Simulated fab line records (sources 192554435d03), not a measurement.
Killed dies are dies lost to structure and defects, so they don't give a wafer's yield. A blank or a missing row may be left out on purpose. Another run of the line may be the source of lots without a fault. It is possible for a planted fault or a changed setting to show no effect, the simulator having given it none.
fab line records    flow n5Finfet
[record] lots = 7  wafers = 39
route steps=1938 shown FIN_SAQP@102 SPACER0@258 HKMG_FIN@413 BEOL_M0_SAQP@636 BEOL_M0@738 BEOL_M2@890 BEOL_M4@1037
startH: start of the lot's first displayed wafer, in hours after the record's first day    waitH: hours from the lot's prior step to this one    " unchanged from the row above    L1.1+2: several wafers, shown together as one row    - no value, or no start given    * or withheld: withheld    < > ~ a bound
route shown NAME@n: NAME is a module with steps in the file, n the number in the route of the first one    usual: mean/standard deviation of fault-free wafers    same: alike in all rows    chamber/n: place in a boat    sites: per-site readings    _std_site: the standard deviation of these    _edge_site: mean of outer sites minus mean of inner sites    radiusMm: for every site, how far away it sits from the centre of the wafer    mask NAME#n: copy n    behind: the tool/chamber that last shaped the wafer    hold: what put the lot on hold/how long, in hours/how the hold closed    device: transistor that didn't switch, given as n, p or np    end of line: the same wafers' tests at the end of the route    step lacking rows: just its recipe    killed: not the wafer's yield, but the dies lost to structure and defects at the first sort    map: a wafer's dies, marking killed ones x, the rest . and places with no die _
set.NAME: setting as actually run; set.NAME@STEP: the setting as run at that earlier step    model.NAME: the simulator's own value behind a step, which no gauge read
lots with deliberately changed settings; one table per step, one row per wafer
[[steps]]
[step N5_FIN_SAQP_HM_DEP_72]
[recipe] material = SiO2  targetThkA = 120  tempC = 400  precursor = SiH4/N2O  pressureTorr = 0.75  rfW = 275  timeS = 7.2
[step N5_SPACER0_ALD_07]
[recipe] material = SiNx  targetThkA = 20  tempC = 400  aldPrecursorFamily = SiH2I2  aldCoReactant = N2/H2-plasma  pressureTorr = 2
[step N5_HKMG_FIN_CVD_62]
[recipe] material = a-Si  targetThkA = 30  tempC = 500  precursor = Si2H6  pressureTorr = 1  timeS = 20.8
[step N5_BEOL_M0_SAQP_PECVD_96]
[recipe] material = a-Si  targetThkA = 450  tempC = 350  precursor = SiH4/He  pressureTorr = 3  rfW = 100  timeS = 45.2
[step N5_BEOL_M0_SPUTTER_134]
[recipe] material = Cu  targetThkA = 40  tempC = -20  chamberPressurePa = 0.07  powerW = withheld  timeS = 7.37
[step N5_BEOL_M2_TRENCH_ETCH_37]
[recipe] chemistry = C4F6/O2  targetDepthA = 555.55  target = SiOC  timeS = 29.2  ionEnergyEv = 250  pressureMtorr = 30  sourceW = 355  biasW = 185  Ar_flow_sccm = 300  C4F6_flow_sccm = 10  O2_flow_sccm = 10
[step N5_BEOL_M4_DESCUM_16]
[recipe] chemistry = O2  timeS = 7  sourcePowerW = 50  biasPowerW = 20  pressureMtorr = 20  rfFrequencyHz = 2.712e+07  tempC = 40  resist = CAR-EUV  o2FlowSccm = 225
[step N5_BEOL_M4_RC_MEAS_101]
[usual] REXT_N = 75.2/1.7  REXT_P = 99.9/2.6
lot.wafer  tool       chamber  startH  waitH  set.targetThkA@FIN_SAQP_HM_DEP_72  set.targetThkA@SPACER0_ALD_07  set.targetThkA@HKMG_FIN_CVD_62  set.timeS@BEOL_M0_SAQP_PECVD_96  set.timeS@BEOL_M0_SPUTTER_134  set.targetDepthA@BEOL_M2_TRENCH_ETCH_37  set.timeS@BEOL_M4_DESCUM_16  REXT_N[ohm.um]  REXT_P[ohm.um]
L082.1     prober-02  0        214.89  0.6    120                                15.85                          34.79                           32.79                            4.804                          555.55                                   7                            68.5            92.9
L082.2     "          0        "       "      120                                15.85                          30                              45.2                             4.804                          667.6                                    3.84                         69.5            94.0
L082.3     "          0        "       "      57.07                              20                             30                              45.2                             7.37                           555.55                                   7                            73.6            98.0
L082.4     "          0        "       "      120                                20                             30                              32.79                            4.804                          555.55                                   3.84                         72.9            97.8
L082.5     "          0        "       "      57.07                              15.85                          34.79                           45.2                             7.37                           667.6                                    3.84                         69.7            92.9
L082.6     "          0        "       "      57.07                              20                             34.79                           32.79                            7.37                           667.6                                    7                            72.8            99.0
L083.1     prober-02  0        218.23  0.0    120                                20                             36.96                           45.2                             9.445                          555.55                                   7                            74.5            99.5
L083.2     "          0        "       "      120                                20                             30                              45.2                             9.445                          555.55                                   7                            73.2            99.1
L083.3     "          0        "       "      120                                20                             30                              45.2                             7.37                           647.5                                    7                            73.8            100.3
L083.4     "          0        "       "      120                                20                             30                              45.2                             7.37                           555.55                                   4.15                         74.0            101.6
L083.5     "          0        "       "      120                                20                             36.96                           45.2                             7.37                           647.5                                    4.15                         74.0            101.0
L083.6     "          0        "       "      120                                20                             36.96                           45.2                             9.445                          647.5                                    4.15                         73.7            99.9
L085.1     prober-02  0        233.07  0.0    120                                20                             30                              62.66                            7.37                           842.8                                    4.31                         78.2            96.2
L085.2     "          0        "       "      120                                20                             30                              62.66                            7.37                           555.55                                   7                            78.0            97.2
L085.3     "          0        "       "      120                                20                             30                              45.2                             7.37                           842.8                                    4.31                         78.4            97.0
L085.4     "          0        "       "      120                                20                             30                              62.66                            11.12                          842.8                                    7                            77.6            96.8
L085.5     "          0        "       "      120                                20                             30                              45.2                             11.12                          555.55                                   7                            76.7            95.7
L085.6     "          0        "       "      120                                20                             30                              45.2                             11.12                          555.55                                   4.31                         78.2            97.0
L090.3     prober-01  0        268.76  0.3    120                                20                             30                              45.2                             7.37                           555.55                                   7                            76.2            105.3
L090.5     "          0        "       "      120                                20                             30                              45.2                             7.37                           555.55                                   7                            76.7            103.4
L090.6     "          0        "       "      120                                20                             30                              45.2                             7.37                           555.55                                   7                            75.3            104.5
L093.1     prober-01  0        296.75  0.0    120                                20                             30                              45.2                             7.37                           555.55                                   9.05                         75.1            102.8
L093.2     "          0        "       "      48.44                              20                             22.01                           45.2                             7.37                           746.2                                    7                            74.5            103.0
L093.3     "          0        "       "      48.44                              20                             30                              45.2                             7.37                           746.2                                    7                            74.4            102.8
L093.4     "          0        "       "      120                                20                             30                              45.2                             7.37                           746.2                                    9.05                         74.1            102.1
L093.5     "          0        "       "      48.44                              20                             22.01                           45.2                             7.37                           555.55                                   9.05                         73.9            100.9
L093.6     "          0        "       "      120                                20                             22.01                           45.2                             7.37                           555.55                                   7                            74.7            103.1
L094.1     prober-01  0        302.39  0.0    120                                12.05                          30                              21.04                            4.7                            555.55                                   7                            68.7            89.4
L094.2     "          0        "       "      120                                12.05                          13.49                           21.04                            4.7                            555.55                                   4.038                        68.1            90.8
L094.3     "          0        "       "      120                                20                             30                              21.04                            7.37                           555.55                                   4.038                        74.0            97.9
L094.4     "          0        "       "      120                                20                             30                              45.2                             4.7                            555.55                                   7                            74.9            99.1
L094.5     "          0        "       "      120                                20                             13.49                           45.2                             7.37                           555.55                                   7                            75.8            98.3
L094.6     "          0        "       "      120                                12.05                          13.49                           45.2                             7.37                           555.55                                   4.038                        68.6            89.2
L096.1     prober-01  0        306.11  0.5    72.4                               20                             30                              23.72                            7.37                           873.5                                    7                            74.3            95.7
L096.2     "          0        "       "      120                                20                             30                              45.2                             10.04                          873.5                                    7                            73.1            96.2
L096.3     "          0        "       "      72.4                               20                             30                              45.2                             10.04                          555.55                                   7                            72.3            95.7
L096.4     "          0        "       "      120                                20                             43.18                           45.2                             7.37                           555.55                                   7                            73.2            96.1
L096.5     "          0        "       "      120                                20                             43.18                           23.72                            7.37                           873.5                                    7                            72.6            96.1
L096.6     "          0        "       "      72.4                               20                             43.18                           23.72                            10.04                          555.55                                   7                            73.9            96.4
[[key]]
[split] step = N5_FIN_SAQP_HM_DEP_72  setting = targetThkA  statedAs = 120
response none clear
[split] step = N5_SPACER0_ALD_07  setting = targetThkA  statedAs = 20
[response] step = N5_BEOL_M4_RC_MEAS_101  reading = REXT_P  slope = +0.23  per = 1%  togetherWith = all  explained = 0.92
[response] step = N5_BEOL_M4_RC_MEAS_101  reading = REXT_N  slope = +0.169  per = 1%  togetherWith = all  explained = 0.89
[split] step = N5_HKMG_FIN_CVD_62  setting = targetThkA  statedAs = 30
response none clear
[split] step = N5_BEOL_M0_SAQP_PECVD_96  setting = timeS  statedAs = 45.2
response none clear
[split] step = N5_BEOL_M0_SPUTTER_134  setting = timeS  statedAs = 7.37
response none clear
[split] step = N5_BEOL_M2_TRENCH_ETCH_37  setting = targetDepthA  statedAs = 555.55
response none clear
[split] step = N5_BEOL_M4_DESCUM_16  setting = timeS  statedAs = 7
response none clear
